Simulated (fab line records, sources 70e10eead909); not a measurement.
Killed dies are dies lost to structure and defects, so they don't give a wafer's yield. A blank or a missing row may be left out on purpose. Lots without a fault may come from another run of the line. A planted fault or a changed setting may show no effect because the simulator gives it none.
Chamber matching | flow nand_harc | NHARC_P_M0_CMP_23 on cmp-01: 4 sister chambers
The step polishes, t overpolish 20 s, target thk 117.54 nm. 4 wafers are shown with their chamber, then 8 later ones without.

WAFERS WITH THEIR CHAMBER
wafer  | chamber | motor_current_A (A)
L723.3 | 0       | 13.6
L723.4 | 3       | 12.3
L724.4 | 1       | 10.5
L725.1 | 2       | 11.7

WAFERS WITHOUT THEIR CHAMBER
wafer  | motor_current_A (A)
L725.5 | 12.5
L725.6 | 11.9
L728.2 | 12.9
L728.5 | 13.9
L728.6 | 9.9
L730.2 | 14.1
L730.4 | 11.3
L730.5 | 9.9

WHICH CHAMBER EACH WENT THROUGH
wafer  | from the rows above          | in truth
L725.5 | can't be placed: 3 or 2 or 0 | 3
L725.6 | can't be placed: 2 or 3      | 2
L728.2 | can't be placed: 3 or 0 or 2 | 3
L728.5 | 0                            | 0
L728.6 | 1                            | 1
L730.2 | 0                            | 0
L730.4 | can't be placed: 2 or 1 or 3 | 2
L730.5 | 1                            | 1
Placed correctly: 4 of 8. Can't be placed from these rows: 4 (the true chamber is among the candidates in 4). Placed wrongly: 0.
How it was worked out, from the rows above alone: a wafer's distance from a chamber is the root of the sum, over the readings, of the square of ((its reading less the chamber's mean) divided by the reading's scatter). The wafer belongs to the nearest chamber; if the next one is less than 2 further off, it can't be placed. A chamber's mean is the mean of its shown wafers. The scatter: with one shown wafer a chamber, the root of the mean of the squares of how far each hidden wafer lies from its nearest shown one.
